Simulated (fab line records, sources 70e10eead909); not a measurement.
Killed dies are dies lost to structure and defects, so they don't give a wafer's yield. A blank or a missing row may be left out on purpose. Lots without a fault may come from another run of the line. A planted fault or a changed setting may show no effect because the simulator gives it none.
Chamber matching | flow nand_harc | NHARC_A_CHANNEL_FILL_D1_ALD_16 on ald_hk-01: 4 sister chambers
The step deposits SiO2, target thk 1.5 nm, pulse time 10 s, ald cycles 15. 8 wafers are shown with their chamber, then 9 later ones without.

WAFERS WITH THEIR CHAMBER
wafer  | chamber | heater_power_w (W) | susceptor_temp_C (C)
L204.4 | 0       | 487                | 300.32
L205.1 | 3       | 413                | 300.05
L212.1 | 2       | 474                | 299.69
L212.2 | 1       | 471                | 300.01
L212.3 | 0       | 474                | 300.10
L213.1 | 2       | 477                | 299.92
L213.2 | 1       | 479                | 299.99
L213.5 | 3       | 422                | 300.06

WAFERS WITHOUT THEIR CHAMBER
wafer  | heater_power_w (W) | susceptor_temp_C (C)
L218.1 | 480                | 299.89
L218.5 | 487                | 299.88
L218.6 | 416                | 299.85
L217.1 | 489                | 300.06
L217.4 | 481                | 300.34
L217.5 | 469                | 299.83
L224.2 | 490                | 299.52
L224.4 | 430                | 300.09
L224.5 | 481                | 299.94

WHICH CHAMBER EACH WENT THROUGH
wafer  | from the rows above          | in truth
L218.1 | can't be placed: 2 or 1 or 0 | 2
L218.5 | can't be placed: 2 or 1 or 0 | 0
L218.6 | 3                            | 3
L217.1 | can't be placed: 0 or 1 or 2 | 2
L217.4 | 0                            | 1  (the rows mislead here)
L217.5 | can't be placed: 2 or 1      | 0
L224.2 | can't be placed: 2 or 1      | 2
L224.4 | 3                            | 3
L224.5 | can't be placed: 1 or 2 or 0 | 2
Placed correctly: 2 of 9. Can't be placed from these rows: 6 (the true chamber is among the candidates in 5). Placed wrongly: 1.
How it was worked out, from the rows above alone: a wafer's distance from a chamber is the root of the sum, over the readings, of the square of ((its reading less the chamber's mean) divided by the reading's scatter). The wafer belongs to the nearest chamber; if the next one is less than 2 further off, it can't be placed. A chamber's mean is the mean of its shown wafers. The scatter: the root of (the sum of the squares of (reading less its chamber's mean) over the shown wafers, divided by (wafers less chambers)).
